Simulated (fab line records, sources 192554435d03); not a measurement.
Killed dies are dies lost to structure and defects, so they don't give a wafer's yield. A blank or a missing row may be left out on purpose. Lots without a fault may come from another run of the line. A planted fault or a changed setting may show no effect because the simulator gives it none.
Which tool did it? | flow n5_finfet | 11 lots, 33 wafers sampled, at 4 steps of a route of 1938

WHAT THE GAUGES READ, wafer by wafer
N5_BEOL_M7_OVL_MEAS_12.
lot  | measured     | on         | M7_OVL (nm)
L620 | day 9 11:00  | overlay-01 | -0.3 -1.8 -0.8
L621 | day 10 04:10 | overlay-02 | -0.6 -2.1 -0.8
L624 | day 11 08:07 | overlay-02 | -1.4 -0.7 -1.3
L629 | day 12 08:10 | overlay-02 | -0.7 -1.0 -0.5
L631 | day 12 21:46 | overlay-02 | -0.4 -1.1 -1.4
L633 | day 13 16:32 | overlay-01 | -0.9 -0.9 -1.5
L636 | day 13 22:47 | overlay-02 | -2.3 -0.5 -0.3
L635 | day 14 22:54 | overlay-02 | -0.9 -0.2 -1.0
L640 | day 16 05:32 | overlay-02 | 0.2 -1.5 0.1
L639 | day 16 05:49 | overlay-01 | -0.2 -0.8 -0.4
L641 | day 16 06:35 | overlay-02 | -1.1 -1.2 -0.9

N5_BEOL_M7_OVL_MEAS_29.
lot  | measured     | on         | V6_OVL (nm)
L620 | day 9 13:56  | overlay-02 | 0.1 -0.1 1.5
L621 | day 10 09:08 | overlay-01 | 1.2 -0.1 0.3
L624 | day 11 10:43 | overlay-01 | 1.0 1.2 1.5
L629 | day 12 11:41 | overlay-01 | 0.3 0.3 0.9
L631 | day 12 23:58 | overlay-01 | -1.0 0.1 -1.2
L633 | day 13 18:14 | overlay-01 | 1.1 1.0 0.7
L636 | day 14 01:13 | overlay-01 | -0.8 0.1 0.9
L635 | day 15 03:06 | overlay-02 | -0.7 0.6 0.2
L640 | day 16 09:05 | overlay-02 | -0.5 0.8 0.0
L639 | day 16 09:02 | overlay-01 | -0.1 -0.7 0.9
L641 | day 16 09:16 | overlay-02 | 0.6 0.2 2.2

N5_BEOL_M7_INSPECT_30: inspects for defects (brightfield).
lot  | measured     | on                | raw_defect_count
L620 | day 9 13:59  | defect_inspect-01 | 598 454 383
L621 | day 10 09:11 | defect_inspect-01 | 331 320 550
L624 | day 11 10:46 | defect_inspect-02 | 442 523 410
L629 | day 12 11:45 | defect_inspect-02 | 335 380 369
L631 | day 13 00:01 | defect_inspect-02 | 330 463 478
L633 | day 13 18:18 | defect_inspect-02 | 336 326 355
L636 | day 14 01:16 | defect_inspect-01 | 389 425 415
L635 | day 15 03:09 | defect_inspect-02 | 425 297 263
L640 | day 16 09:08 | defect_inspect-02 | 374 371 489
L639 | day 16 09:05 | defect_inspect-02 | 308 402 397
L641 | day 16 09:19 | defect_inspect-02 | 464 375 382

WHICH TOOL RAN EACH LOT (tool, then ch and the chambers of the sampled wafers, then the start)
lot  | N5_BEOL_M7_ETCH_62
L620 | rie_diel-01 ch 2,3, day 9 11:21
L621 | rie_diel-01 ch 1,2,3, day 10 04:19
L624 | rie_diel-02 ch 0,1, day 11 09:41
L629 | rie_diel-03 ch 1,2,3, day 12 08:40
L631 | rie_diel-03 ch 1,2,3, day 12 21:56
L633 | rie_diel-03 ch 0,2,3, day 13 16:43
L636 | rie_diel-02 ch 2,3, day 13 22:56
L635 | rie_diel-01 ch 0,1,2, day 15 00:44
L640 | rie_diel-03 ch 0,1,3, day 16 06:37
L639 | rie_diel-02 ch 0,2,3, day 16 06:38
L641 | rie_diel-02 ch 1,2, day 16 06:54
- N5_BEOL_M7_ETCH_62: etches SOC in N2/H2, target depth 110 nm, overetch 22 nm, time 165 s.

WHAT THE TOOLS THEMSELVES READ (means of the sampled wafers that have a number; where no wafer has one, the mark that the record gives instead)
N5_BEOL_M7_ETCH_62.
lot  | tool        | drypump_motor_current_A (A) | n2_flow_sccm (sccm) | oes_product_au (a.u.) | rf_fwd_power_W (W) | rf_vpp_V (V) | showerhead_plenum_p_Torr (Torr) | throttle_valve_pct (%)
L620 | rie_diel-01 | 6.14                        | 200.5               | 0.61                  | 839.2              | 522.7        | 2.50                            | 18.08
L621 | rie_diel-01 | 6.01                        | 200.2               | 0.62                  | 838.0              | 522.7        | 2.53                            | 18.15
L624 | rie_diel-02 | 5.73                        | 199.8               | 0.68                  | 837.8              | 524.0        | 2.53                            | 17.71
L629 | rie_diel-03 | 5.58                        | 199.7               | 0.67                  | 835.8              | 524.4        | 2.57                            | 18.09
L631 | rie_diel-03 | 5.60                        | 199.5               | 0.66                  | 904.4              | 512.3        | 2.57                            | 18.09
L633 | rie_diel-03 | 5.41                        | 199.7               | 0.61                  | 905.0              | 512.0        | 2.51                            | 18.16
L636 | rie_diel-02 | 5.45                        | 200.2               | 0.64                  | 839.5              | 524.1        | 2.57                            | 18.09
L635 | rie_diel-01 | 5.77                        | 200.1               | 0.60                  | 836.9              | 524.1        | 2.55                            | 18.24
L640 | rie_diel-03 | 5.61                        | 200.2               | 0.64                  | 838.4              | 525.2        | 2.57                            | 18.14
L639 | rie_diel-02 | 5.50                        | 200.2               | 0.66                  | 839.7              | 524.1        | 2.55                            | 17.90
L641 | rie_diel-02 | 5.65                        | 199.9               | 0.58                  | 835.3              | 523.5        | 2.54                            | 18.21

THE ANSWER, worked out from the rows above alone
Rule: what is usual is taken from the lots themselves. Put in order of their means at a reading, lots are off if they are a third of the lots or fewer, leave a main group of 4 or more, and stand apart from it by a gap of 3 or more times the standard deviation of the main group's means; of several such gaps the widest counts. A main group whose means are all the same, to the digits that the tables above print for the reading, isn't used. A lot without any number at a reading at which 4 lots or more have one is off too. The other lots that the step has rows for count as sound. The gauges are gone through in route order, then the tools' own readings, and for those a lot's mean is taken as printed above. The first step at which some lot is off is used, and at that step the reading that is off furthest; a lot without a number counts as furthest.
Off: L631, L633, at N5_BEOL_M7_ETCH_62 (rf_fwd_power_W). The main group: mean 837.8 W, standard deviation 1.5.
A tool fits if, at that step or a process step before it, it ran every lot that is off, and no sound lot after the first of them. None of those tried fits.

WHAT THE SIMULATOR HAD PUT IN
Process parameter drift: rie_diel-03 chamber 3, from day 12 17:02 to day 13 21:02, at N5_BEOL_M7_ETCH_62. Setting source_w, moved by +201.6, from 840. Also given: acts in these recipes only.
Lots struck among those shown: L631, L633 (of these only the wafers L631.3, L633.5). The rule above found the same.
